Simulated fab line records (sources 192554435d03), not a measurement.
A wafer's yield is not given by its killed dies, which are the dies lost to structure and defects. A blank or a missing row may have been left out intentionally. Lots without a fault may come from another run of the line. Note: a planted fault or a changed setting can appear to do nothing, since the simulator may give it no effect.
Chamber matching :: flow n5_finfet :: uv_cure-02 running N5_BEOL_M10_CURE_71: 3 sister chambers
The step cures SiCOH lowk, time 240 s. 6 wafers are shown with their chamber, then 12 later ones without.

## WAFERS WITH THEIR CHAMBER
wafer: L087.3
chamber: 1
wafer_temp_C_max: 386.9
lamp_power_pct (%): 52.31

wafer: L087.6
chamber: 1
wafer_temp_C_max: 386.5
lamp_power_pct (%): 52.33

wafer: L089.4
chamber: 2
wafer_temp_C_max: 385.8
lamp_power_pct (%): 52.33

wafer: L089.6
chamber: 2
wafer_temp_C_max: 386.3
lamp_power_pct (%): 52.20

wafer: L086.3
chamber: 0
wafer_temp_C_max: 386.7
lamp_power_pct (%): 52.31

wafer: L086.5
chamber: 0
wafer_temp_C_max: 387.3
lamp_power_pct (%): 52.35

## WAFERS WITH NO CHAMBER GIVEN
wafer: L092.3
wafer_temp_C_max: 386.7
lamp_power_pct (%): 52.23

wafer: L092.5
wafer_temp_C_max: 387.2
lamp_power_pct (%): 52.20

wafer: L092.6
wafer_temp_C_max: 387.6
lamp_power_pct (%): 52.27

wafer: L095.2
wafer_temp_C_max: 387.5
lamp_power_pct (%): 52.39

wafer: L095.5
wafer_temp_C_max: 387.4
lamp_power_pct (%): 52.26

wafer: L095.6
wafer_temp_C_max: 387.0
lamp_power_pct (%): 52.30

wafer: L094.3
wafer_temp_C_max: 386.3
lamp_power_pct (%): 52.36

wafer: L094.5
wafer_temp_C_max: 386.5
lamp_power_pct (%): 52.30

wafer: L094.6
wafer_temp_C_max: 386.3
lamp_power_pct (%): 52.34

wafer: L097.3
wafer_temp_C_max: 386.5
lamp_power_pct (%): 52.49

wafer: L097.4
wafer_temp_C_max: 386.6
lamp_power_pct (%): 52.31

wafer: L097.5
wafer_temp_C_max: 386.3
lamp_power_pct (%): 52.25

## WHICH CHAMBER EACH ONE RAN IN
wafer: L092.3
from the rows above: can't be placed: 1 or 2 or 0
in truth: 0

wafer: L092.5
from the rows above: can't be placed: 0 or 1 or 2
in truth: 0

wafer: L092.6
from the rows above: can't be placed: 0 or 1
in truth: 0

wafer: L095.2
from the rows above: can't be placed: 0 or 1
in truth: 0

wafer: L095.5
from the rows above: can't be placed: 0 or 1
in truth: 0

wafer: L095.6
from the rows above: can't be placed: 0 or 1
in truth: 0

wafer: L094.3
from the rows above: can't be placed: 1 or 2 or 0
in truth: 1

wafer: L094.5
from the rows above: can't be placed: 1 or 2 or 0
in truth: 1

wafer: L094.6
from the rows above: can't be placed: 1 or 2 or 0
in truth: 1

wafer: L097.3
from the rows above: can't be placed: 1 or 0 or 2
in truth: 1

wafer: L097.4
from the rows above: can't be placed: 1 or 0 or 2
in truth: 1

wafer: L097.5
from the rows above: can't be placed: 2 or 1 or 0
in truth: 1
Placed correctly: 0 of 12. Not placeable from these rows: 12 (in 12, the candidates include the true chamber). Number placed wrongly: 0.
How it was worked out, from the rows above alone: a wafer's distance from a chamber is the root of the sum, over the readings, of the square of ((its reading less the chamber's mean) divided by the reading's scatter). If the next closest chamber is less than 2 further off than the closest, the wafer can't be placed; otherwise it belongs to the closest. For every chamber, the mean is computed from those of its wafers that are shown. The scatter: take each reading less its chamber's mean, square it, sum over the shown wafers, divide by the number of wafers less the number of chambers, and take the root.
